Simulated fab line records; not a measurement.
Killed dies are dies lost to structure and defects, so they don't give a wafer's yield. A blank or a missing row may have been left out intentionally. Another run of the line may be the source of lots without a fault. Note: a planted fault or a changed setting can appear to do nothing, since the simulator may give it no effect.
Chamber matching / flow n5-finfet / rie-diel-04 running N5_SD_EPI_P_ETCH_36: 4 sister chambers
The step etches SiARC in CF4, target depth 45.5 nm, time 75.8 s. 24 wafers are shown with their chamber, then 12 later ones without.

## WAFERS, EACH WITH ITS CHAMBER
wafer=L077.3; chamber=0; showerhead-plenum-p-Torr (Torr)=2.14; drypump-motor-current-A (A)=6.2; throttle-valve-pct (%)=15.50
wafer=L077.5; chamber=1; showerhead-plenum-p-Torr (Torr)=2.10; drypump-motor-current-A (A)=5.3; throttle-valve-pct (%)=15.79
wafer=L077.6; chamber=2; showerhead-plenum-p-Torr (Torr)=2.23; drypump-motor-current-A (A)=4.8; throttle-valve-pct (%)=15.44
wafer=L078.1; chamber=0; showerhead-plenum-p-Torr (Torr)=2.14; drypump-motor-current-A (A)=6.3; throttle-valve-pct (%)=15.47
wafer=L078.4; chamber=1; showerhead-plenum-p-Torr (Torr)=2.10; drypump-motor-current-A (A)=5.4; throttle-valve-pct (%)=15.79
wafer=L078.5; chamber=1; showerhead-plenum-p-Torr (Torr)=2.10; drypump-motor-current-A (A)=5.4; throttle-valve-pct (%)=15.78
wafer=L079.1; chamber=0; showerhead-plenum-p-Torr (Torr)=2.14; drypump-motor-current-A (A)=6.3; throttle-valve-pct (%)=15.49
wafer=L079.3; chamber=1; showerhead-plenum-p-Torr (Torr)=2.10; drypump-motor-current-A (A)=5.4; throttle-valve-pct (%)=15.79
wafer=L079.5; chamber=2; showerhead-plenum-p-Torr (Torr)=2.23; drypump-motor-current-A (A)=4.8; throttle-valve-pct (%)=15.43
wafer=L082.1; chamber=3; showerhead-plenum-p-Torr (Torr)=2.06; drypump-motor-current-A (A)=6.0; throttle-valve-pct (%)=15.57
wafer=L082.3; chamber=2; showerhead-plenum-p-Torr (Torr)=2.23; drypump-motor-current-A (A)=4.8; throttle-valve-pct (%)=15.43
wafer=L082.5; chamber=0; showerhead-plenum-p-Torr (Torr)=2.14; drypump-motor-current-A (A)=6.3; throttle-valve-pct (%)=15.51
wafer=L083.2; chamber=0; showerhead-plenum-p-Torr (Torr)=2.14; drypump-motor-current-A (A)=6.3; throttle-valve-pct (%)=15.52
wafer=L083.5; chamber=0; showerhead-plenum-p-Torr (Torr)=2.14; drypump-motor-current-A (A)=6.3; throttle-valve-pct (%)=15.52
wafer=L083.6; chamber=1; showerhead-plenum-p-Torr (Torr)=2.10; drypump-motor-current-A (A)=5.4; throttle-valve-pct (%)=15.81
wafer=L085.2; chamber=0; showerhead-plenum-p-Torr (Torr)=2.13; drypump-motor-current-A (A)=6.3; throttle-valve-pct (%)=15.52
wafer=L085.5; chamber=1; showerhead-plenum-p-Torr (Torr)=2.10; drypump-motor-current-A (A)=5.4; throttle-valve-pct (%)=15.81
wafer=L085.6; chamber=0; showerhead-plenum-p-Torr (Torr)=2.13; drypump-motor-current-A (A)=6.3; throttle-valve-pct (%)=15.52
wafer=L086.3; chamber=1; showerhead-plenum-p-Torr (Torr)=2.10; drypump-motor-current-A (A)=5.4; throttle-valve-pct (%)=15.82
wafer=L086.4; chamber=0; showerhead-plenum-p-Torr (Torr)=2.13; drypump-motor-current-A (A)=6.3; throttle-valve-pct (%)=15.53
wafer=L086.5; chamber=2; showerhead-plenum-p-Torr (Torr)=2.22; drypump-motor-current-A (A)=4.7; throttle-valve-pct (%)=15.46
wafer=L087.1; chamber=0; showerhead-plenum-p-Torr (Torr)=2.13; drypump-motor-current-A (A)=6.3; throttle-valve-pct (%)=15.52
wafer=L087.4; chamber=2; showerhead-plenum-p-Torr (Torr)=2.22; drypump-motor-current-A (A)=4.8; throttle-valve-pct (%)=15.46
wafer=L087.5; chamber=3; showerhead-plenum-p-Torr (Torr)=2.06; drypump-motor-current-A (A)=6.0; throttle-valve-pct (%)=15.58

SIGNATURES, as means of the wafers listed above
reading=showerhead-plenum-p-Torr; chamber 0=2.1360; chamber 1=2.1000; chamber 2=2.2260; chamber 3=2.0600; scatter within a chamber=0.00424
reading=drypump-motor-current-A; chamber 0=6.290; chamber 1=5.386; chamber 2=4.780; chamber 3=6.000; scatter within a chamber=0.0358
reading=throttle-valve-pct; chamber 0=15.5100; chamber 1=15.7986; chamber 2=15.4440; chamber 3=15.5750; scatter within a chamber=0.0162
Rule: distance of a wafer from a chamber = root of the sum over the readings of ((wafer's reading minus chamber's mean) / reading's scatter) squared. The wafer belongs to the nearest chamber; if the next one is less than 2 further off, it can't be placed. How the scatter is found: for the shown wafers, subtract from each reading the mean of its chamber, square and add these, divide the total by (wafers less chambers), then take the root.

## WAFERS WHOSE CHAMBER IS MISSING
wafer=L088.2; showerhead-plenum-p-Torr (Torr)=2.10; drypump-motor-current-A (A)=5.4; throttle-valve-pct (%)=15.83
wafer=L088.3; showerhead-plenum-p-Torr (Torr)=2.22; drypump-motor-current-A (A)=4.8; throttle-valve-pct (%)=15.46
wafer=L088.5; showerhead-plenum-p-Torr (Torr)=2.22; drypump-motor-current-A (A)=4.7; throttle-valve-pct (%)=15.47
wafer=L090.1; showerhead-plenum-p-Torr (Torr)=2.06; drypump-motor-current-A (A)=6.0; throttle-valve-pct (%)=15.59
wafer=L090.2; showerhead-plenum-p-Torr (Torr)=2.10; drypump-motor-current-A (A)=5.4; throttle-valve-pct (%)=15.83
wafer=L090.3; showerhead-plenum-p-Torr (Torr)=2.22; drypump-motor-current-A (A)=4.8; throttle-valve-pct (%)=15.46
wafer=L091.3; showerhead-plenum-p-Torr (Torr)=2.13; drypump-motor-current-A (A)=6.2; throttle-valve-pct (%)=15.52
wafer=L091.4; showerhead-plenum-p-Torr (Torr)=2.09; drypump-motor-current-A (A)=5.4; throttle-valve-pct (%)=15.84
wafer=L091.6; showerhead-plenum-p-Torr (Torr)=2.22; drypump-motor-current-A (A)=4.8; throttle-valve-pct (%)=15.45
wafer=L094.1; showerhead-plenum-p-Torr (Torr)=2.13; drypump-motor-current-A (A)=6.3; throttle-valve-pct (%)=15.55
wafer=L094.2; showerhead-plenum-p-Torr (Torr)=2.22; drypump-motor-current-A (A)=4.8; throttle-valve-pct (%)=15.47
wafer=L094.3; showerhead-plenum-p-Torr (Torr)=2.06; drypump-motor-current-A (A)=6.0; throttle-valve-pct (%)=15.59

## CHAMBER TAKEN BY EACH
wafer=L088.2; from the rows above=1; in truth=1
wafer=L088.3; from the rows above=2; in truth=2
wafer=L088.5; from the rows above=2; in truth=2
wafer=L090.1; from the rows above=3; in truth=3
wafer=L090.2; from the rows above=1; in truth=1
wafer=L090.3; from the rows above=2; in truth=2
wafer=L091.3; from the rows above=0; in truth=0
wafer=L091.4; from the rows above=1; in truth=1
wafer=L091.6; from the rows above=2; in truth=2
wafer=L094.1; from the rows above=0; in truth=0
wafer=L094.2; from the rows above=2; in truth=2
wafer=L094.3; from the rows above=3; in truth=3
Correctly placed: 12 of 12. From these rows, 0 cannot be placed. 0 placed wrongly.
